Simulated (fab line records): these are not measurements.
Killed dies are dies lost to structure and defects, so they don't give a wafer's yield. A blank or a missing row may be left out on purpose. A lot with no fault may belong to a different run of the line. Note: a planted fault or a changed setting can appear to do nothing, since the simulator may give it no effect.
Struck lot and sound lot, side by side -- flow nand-harc -- 15 steps out of a route of 1302
Sound: these wafers, L699.2, L699.4, L699.6. Struck: wafers L701.1, L701.4 (left out: L701.3, a lot-mate that was not struck); the cause follows at the end.
At each step with rows: each side's tool, then ch and its chambers, then its first start. Under that, the readings that differ: sound wafers -- struck wafers -- difference of the means -- sigmas: that difference in standard deviations of wafers without a fault.
alike: readings whose means differ by less than 2 such deviations, and words and numbers that are the same on both sides. not compared: withheld readings, readings that some wafer has no value for, bounds like >300 that may hide the same value, and numbers for which the record gives no deviation and whose values overlap.
A row with sigmas, a row that says differs or no value, or rows on one side alone: a step with any of these is where the two part. Numbers that don't overlap but have no deviation are shown without sigmas and don't part them. A reading missing from all wafers of one side parts the sides only when that side holds two or more wafers.

first, 1 step without rows for these wafers: NHARC_A_ONON_D1_DEP_09 (target thk 1000 nm).
NHARC_A_ONON_D1_THK_MEAS_11: measures by ellipsometry.
  struck on film-metro-02, day 11 16:55; sound on film-metro-01, day 10 17:41
  alike: thk-nm
then NHARC_A_ONON_D1_DEP_12 (target thk 1000 nm), 1 step lacking rows for these wafers.
NHARC_A_ONON_D1_THK_MEAS_14: measures by ellipsometry.
  struck on film-metro-01, day 11 17:29; sound on film-metro-02, day 10 18:14
  alike: thk-nm
then, 2 steps without rows for these wafers: NHARC_A_ONON_D1_ANNEAL_15 (time 3600 s); NHARC_A_ONON_D1_DEP_16 (target thk 1000 nm).
NHARC_A_ONON_D1_THK_MEAS_18: measures by ellipsometry.
  struck on film-metro-02, day 12 03:52; sound on film-metro-02, day 10 23:41
  alike: thk-nm
then NHARC_A_ONON_D1_DEP_19 (target thk 1000 nm), 1 step lacking rows for these wafers.
NHARC_A_ONON_D1_THK_MEAS_21: measures by ellipsometry.
  struck on film-metro-01, day 12 04:26; sound on film-metro-01, day 11 00:15
reading,sound,struck,difference,sigmas
thk-nm (nm),1017 1018 1018,981 981,-37,-3
then NHARC_A_ONON_D1_DEP_22 (target thk 1000 nm), 1 step lacking rows for these wafers.
NHARC_A_ONON_D1_THK_MEAS_24: measures by ellipsometry.
  struck on film-metro-02, day 12 05:01; sound on film-metro-02, day 11 00:49
reading,sound,struck,difference,sigmas
thk-nm (nm),977 977 979,1002 1001,+24,+2
NHARC_A_ONON_D1_DEP_25: target thk 1000 nm.
  sound on pecvd-onon-04 ch 0, day 11 00:56; struck on pecvd-onon-04 ch 0, day 12 05:04
NHARC_A_ONON_D1_THK_MEAS_27: measures by ellipsometry.
  struck on film-metro-02, day 12 05:35; sound on film-metro-02, day 11 01:23
reading,sound,struck,difference,sigmas
thk-nm (nm),996 995 998,1576 1579,+581,+59
then NHARC_A_ONON_D1_DEP_28 (target thk 1000 nm), 1 step lacking rows for these wafers.
-- break in the record here, with 16 days between the starts of the struck wafers on either side (left off in module A_ONON_D1, picked up again in module END, where the first step shown is number 1302 on the route) --
NHARC_END_SORT_01:
  only the struck wafers appear in the record here, on prober-02 ch 0 at day 28 04:12; the sound ones have no rows

WHERE THEY PART
At NHARC_A_ONON_D1_THK_MEAS_21 first; at NHARC_END_SORT_01 last (within this record only).

WHY: whatever the simulator had introduced
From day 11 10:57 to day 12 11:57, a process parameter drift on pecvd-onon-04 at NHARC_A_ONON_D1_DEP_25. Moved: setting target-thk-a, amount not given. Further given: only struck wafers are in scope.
